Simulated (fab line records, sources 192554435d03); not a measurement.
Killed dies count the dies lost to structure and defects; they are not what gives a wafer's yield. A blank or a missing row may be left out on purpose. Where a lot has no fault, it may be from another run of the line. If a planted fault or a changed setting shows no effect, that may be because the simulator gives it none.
Which tool did it? -- flow n5 finfet -- Sampling: 24 lots, 72 wafers, 6 of 1938 route steps

## WHAT THE GAUGES SHOWED, per wafer
N5_MOL_CONTACT_COAG_THK_MEAS_29.
lot,measured,on,MD_CAP_THK (nm)
L075,day 5 12:10,film metro-02,17.88 18.00 17.96
L074,day 5 16:40,film metro-02,17.87 17.82 17.80
L076,day 5 19:34,film metro-01,18.10 17.78 17.99
L077,day 6 02:43,film metro-01,17.94 17.77 17.91
L078,day 6 08:29,film metro-02,17.96 18.00 17.95
L079,day 6 12:16,film metro-02,18.00 17.77 17.95
L080,day 6 14:04,film metro-02,18.00 17.98 18.06
L081,day 7 00:52,film metro-01,18.04 18.02 18.01
L082,day 7 04:35,film metro-02,18.10 17.95 18.06
L083,day 7 15:08,film metro-01,17.98 17.85 18.01
L084,day 7 20:56,film metro-01,17.80 17.80 17.81
L087,day 8 13:05,film metro-01,17.88 17.92 17.85
L085,day 8 17:44,film metro-02,17.89 17.89 17.93
L086,day 8 19:01,film metro-02,17.81 17.89 17.99
L088,day 9 07:29,film metro-01,17.97 17.92 18.01
L089,day 9 08:23,film metro-01,18.03 17.87 17.93
L091,day 9 13:48,film metro-01,17.94 17.93 17.93
L090,day 9 13:56,film metro-01,18.04 18.00 18.01
L092,day 9 21:27,film metro-02,17.98 17.77 17.86
L093,day 10 00:01,film metro-02,17.89 18.08 17.91
L094,day 10 05:05,film metro-01,17.96 17.94 17.92
L095,day 10 05:19,film metro-01,18.07 17.89 17.90
L096,day 10 12:56,film metro-02,17.91 17.91 18.01
L097,day 10 23:00,film metro-02,17.96 18.11 18.02

N5_MOL_CONTACT_COAG_CD_MEAS_137 targets a cd of 16 nm.
lot,measured,on,cd nm (nm)
L075,day 5 14:21,cd sem-02,17.3 16.7 16.3
L074,day 5 19:20,cd sem-01,15.7 15.5 15.7
L076,day 5 22:22,cd sem-01,15.7 16.5 16.3
L077,day 6 04:36,cd sem-02,15.9 16.5 15.7
L078,day 6 10:41,cd sem-01,15.3 15.3 15.5
L079,day 6 14:19,cd sem-02,16.4 15.8 16.0
L080,day 6 16:07,cd sem-02,16.0 15.5 16.1
L081,day 7 02:45,cd sem-01,16.0 16.6 15.3
L082,day 7 06:47,cd sem-01,16.0 15.9 16.4
L083,day 7 17:07,cd sem-01,16.5 16.1 15.1
L084,day 8 00:30,cd sem-02,15.8 15.6 15.5
L087,day 8 16:01,cd sem-03,16.7 16.4 16.5
L085,day 8 20:37,cd sem-02,15.9 15.1 16.3
L086,day 8 21:19,cd sem-02,15.8 16.1 16.7
L088,day 9 12:20,cd sem-03,15.7 16.1 15.0
L089,day 9 13:50,cd sem-01,16.2 16.4 16.3
L091,day 9 17:59,cd sem-01,15.3 15.6 15.8
L090,day 9 18:30,cd sem-02,15.7 15.7 16.6
L092,day 9 23:47,cd sem-03,15.8 16.6 15.5
L093,day 10 01:55,cd sem-02,17.1 15.9 16.3
L094,day 10 07:04,cd sem-02,16.2 16.1 16.5
L095,day 10 07:16,cd sem-03,15.3 15.9 16.1
L096,day 10 16:34,cd sem-03,15.4 16.4 17.0
L097,day 11 00:53,cd sem-03,15.9 15.8 16.3

N5_MOL_CONTACT_COAG_CD_MEAS_40 targets a cd of 25.1 nm.
lot,measured,on,cd nm (nm)
L075,day 5 14:40,cd sem-01,25.32 25.09 25.15
L074,day 5 19:40,cd sem-01,25.13 25.12 25.23
L076,day 5 22:41,cd sem-01,24.81 25.29 25.18
L077,day 6 05:02,cd sem-03,25.39 25.31 24.99
L078,day 6 11:08,cd sem-01,25.33 25.48 24.88
L079,day 6 14:46,cd sem-02,25.37 25.41 25.11
L080,day 6 16:26,cd sem-03,24.84 25.09 25.01
L081,day 7 03:11,cd sem-02,25.43 25.34 25.44
L082,day 7 07:06,cd sem-01,25.12 25.41 25.61
L083,day 7 17:26,cd sem-03,25.25 24.70 25.53
L084,day 8 00:49,cd sem-01,25.22 25.13 25.04
L087,day 8 16:22,cd sem-02,24.56 25.19 24.99
L085,day 8 21:03,cd sem-02,25.00 25.12 25.27
L086,day 8 21:38,cd sem-01,25.45 25.34 25.64
L088,day 9 12:46,cd sem-02,24.94 25.27 25.05
L089,day 9 14:09,cd sem-02,25.18 25.48 25.32
L091,day 9 18:18,cd sem-03,24.87 24.83 24.86
L090,day 9 18:57,cd sem-01,25.27 24.63 25.20
L092,day 10 00:14,cd sem-03,25.62 25.25 25.24
L093,day 10 02:14,cd sem-02,24.80 24.83 25.14
L094,day 10 07:23,cd sem-01,25.14 25.00 24.72
L095,day 10 07:42,cd sem-02,25.64 24.98 25.18
L096,day 10 17:01,cd sem-02,25.05 25.35 25.00
L097,day 11 01:13,cd sem-02,24.92 24.65 25.06

N5_MOL_CONTACT_COAG_INSPECT_42: inspects for defects (brightfield).
lot,measured,on,raw defect count
L075,day 5 14:45,defect inspect-02,203 204 146
L074,day 5 19:45,defect inspect-01,229 192 249
L076,day 5 22:47,defect inspect-02,190 254 253
L077,day 6 05:08,defect inspect-01,185 193 170
L078,day 6 11:14,defect inspect-01,130 187 173
L079,day 6 14:52,defect inspect-02,182 221 98
L080,day 6 16:31,defect inspect-02,329 214 193
L081,day 7 03:17,defect inspect-02,286 323 319
L082,day 7 07:11,defect inspect-01,179 178 205
L083,day 7 17:32,defect inspect-02,272 182 166
L084,day 8 00:54,defect inspect-02,154 209 122
L087,day 8 16:26,defect inspect-02,260 206 273
L085,day 8 21:08,defect inspect-01,195 283 222
L086,day 8 21:43,defect inspect-02,144 175 177
L088,day 9 12:52,defect inspect-02,271 242 261
L089,day 9 14:14,defect inspect-01,111 95 157
L091,day 9 18:23,defect inspect-02,360 227 228
L090,day 9 19:02,defect inspect-02,154 157 180
L092,day 10 00:20,defect inspect-02,200 185 284
L093,day 10 02:19,defect inspect-01,228 251 202
L094,day 10 07:28,defect inspect-01,220 211 189
L095,day 10 07:47,defect inspect-02,211 153 211
L096,day 10 17:05,defect inspect-01,190 159 194
L097,day 11 01:18,defect inspect-01,171 185 142

N5_MOL_CONTACT_COAG_CD_MEAS_101 targets a cd of 16 nm.
lot,measured,on,cd nm (nm)
L075,day 5 17:02,cd sem-03,16.2 15.8 15.7
L074,day 5 20:46,cd sem-03,15.2 15.8 15.8
L076,day 5 23:41,cd sem-02,16.0 16.2 14.9
L077,day 6 05:59,cd sem-03,15.9 16.5 16.5
L078,day 6 12:38,cd sem-01,16.6 16.0 16.7
L079,day 6 15:53,cd sem-03,15.6 16.5 15.8
L080,day 6 17:25,cd sem-03,15.5 15.9 16.3
L081,day 7 04:55,cd sem-01,16.1 16.3 16.6
L082,day 7 08:02,cd sem-01,16.2 15.7 15.8
L083,day 7 18:48,cd sem-02,15.5 16.5 15.6
L084,day 8 02:05,cd sem-02,15.8 14.9 16.0
L087,day 8 17:56,cd sem-02,15.2 15.3 15.8
L085,day 8 22:07,cd sem-01,15.1 15.8 15.8
L086,day 8 22:47,cd sem-03,15.9 16.1 16.0
L088,day 9 14:10,cd sem-03,15.8 15.9 15.5
L089,day 9 15:34,cd sem-01,15.4 15.9 15.0
L091,day 9 19:16,cd sem-01,15.6 15.6 15.8
L090,day 9 19:56,cd sem-03,15.8 16.1 15.5
L092,day 10 01:13,cd sem-01,15.4 15.8 16.3
L093,day 10 03:17,cd sem-01,15.6 15.4 16.0
L094,day 10 08:23,cd sem-01,15.4 16.4 15.8
L095,day 10 08:38,cd sem-03,15.6 15.6 15.8
L096,day 10 17:59,cd sem-03,15.6 15.8 16.3
L097,day 11 02:28,cd sem-03,15.8 15.5 15.7

## WHAT TOOL EACH LOT RAN ON (gives the tool, then ch and the chambers of the sampled wafers, and finally the start)
lot,N5_MOL_CONTACT_COAG_ETCH_67
L075,"rie diel-03 ch 0,2, day 5 16:34"
L074,"rie diel-03 ch 0,1, day 5 20:18"
L076,"rie diel-03 ch 1,2, day 5 23:13"
L077,"rie diel-05 ch 0,2,3, day 6 05:33"
L078,"rie diel-05 ch 0,3, day 6 12:10"
L079,"rie diel-04 ch 1,2, day 6 15:22"
L080,"rie diel-05 ch 0,1,2, day 6 16:54"
L081,"rie diel-04 ch 0,3, day 7 04:26"
L082,"rie diel-05 ch 0,1,2, day 7 07:34"
L083,"rie diel-05 ch 0,1,3, day 7 18:19"
L084,"rie diel-05 ch 1,3, day 8 01:37"
L087,"rie diel-03 ch 1,2, day 8 17:14"
L085,"rie diel-03 ch 1,3, day 8 21:38"
L086,"rie diel-03 ch 1,2,3, day 8 22:19"
L088,"rie diel-04 ch 0,1,3, day 9 13:41"
L089,"rie diel-04 ch 0,1, day 9 15:05"
L091,"rie diel-04 ch 1,3, day 9 18:48"
L090,"rie diel-03 ch 0,2,3, day 9 19:25"
L092,"rie diel-04 ch 0,1, day 10 00:43"
L093,"rie diel-04 ch 0,2,3, day 10 02:49"
L094,"rie diel-03 ch 0,1, day 10 07:52"
L095,"rie diel-04 ch 1,2,3, day 10 08:10"
L096,"rie diel-03 ch 0,1,3, day 10 17:31"
L097,"rie diel-04 ch 0,2, day 11 01:59"
- N5_MOL_CONTACT_COAG_ETCH_67: etches SOC in N2/H2, target depth 60 nm, overetch 21 nm, time 101.2 s.

## WHAT THE TOOLS THEMSELVES READ (means of the sampled wafers that have a number; where no wafer has one, the mark that the record gives instead)
N5_MOL_CONTACT_COAG_ETCH_67.
lot,tool,drypump motor current A (A),oes product au (a.u.),rf vpp V (V),showerhead plenum p Torr (Torr),throttle valve pct (%)
L075,rie diel-03,5.7,0.58,524.1,2.55,17.93
L074,rie diel-03,6.0,0.62,523.8,2.53,17.88
L076,rie diel-03,5.7,0.64,525.3,2.61,17.92
L077,rie diel-05,5.7,0.63,523.2,2.51,17.94
L078,rie diel-05,5.9,0.61,522.2,2.46,17.88
L079,rie diel-04,5.3,0.75,522.0,2.52,18.07
L080,rie diel-05,5.5,0.69,523.1,2.55,17.98
L081,rie diel-04,5.3,0.67,526.1,2.57,17.61
L082,rie diel-05,5.5,0.68,523.6,2.55,17.99
L083,rie diel-05,5.7,0.66,524.1,2.53,18.01
L084,rie diel-05,5.6,0.66,524.4,2.56,18.08
L087,rie diel-03,5.7,0.62,525.3,2.59,17.96
L085,rie diel-03,6.0,0.71,524.7,2.58,17.87
L086,rie diel-03,5.7,0.67,524.7,2.59,17.94
L088,rie diel-04,5.5,0.66,523.0,2.56,17.90
L089,rie diel-04,5.1,0.70,522.4,2.52,17.92
L091,rie diel-04,6.0,0.62,524.4,2.58,18.12
L090,rie diel-03,5.6,0.71,525.0,2.57,17.83
L092,rie diel-04,5.1,0.69,523.4,2.52,17.93
L093,rie diel-04,5.5,0.67,524.7,2.55,17.85
L094,rie diel-03,6.1,0.72,523.5,2.55,17.75
L095,rie diel-04,5.7,0.67,523.5,2.54,18.08
L096,rie diel-03,5.9,0.73,524.1,2.55,17.79
L097,rie diel-04,5.3,0.71,523.0,2.50,17.82

## THE ANSWER, worked out from the rows above alone
Rule: what is usual is taken from the lots themselves. Put in order of their means at a reading, lots are off if they are a third of the lots or fewer, leave a main group of 4 or more, and stand apart from it by a gap of 3 or more times the standard deviation of the main group's means; of several such gaps the widest counts. Not used: any main group whose means are identical at the precision the tables above print for the reading. Also off: a lot with no number at a reading for which 4 or more lots have one. Any other lot the step has rows for is counted as sound. Order of review: gauges by route order, followed by the tools' own readings, for which a lot's mean as printed above is used. The first step at which some lot is off is used, and at that step the reading that is off furthest; a lot without a number counts as furthest.
None of the lots is off at any reading shown; this tells nothing.

## WHAT THE SIMULATOR PUT IN
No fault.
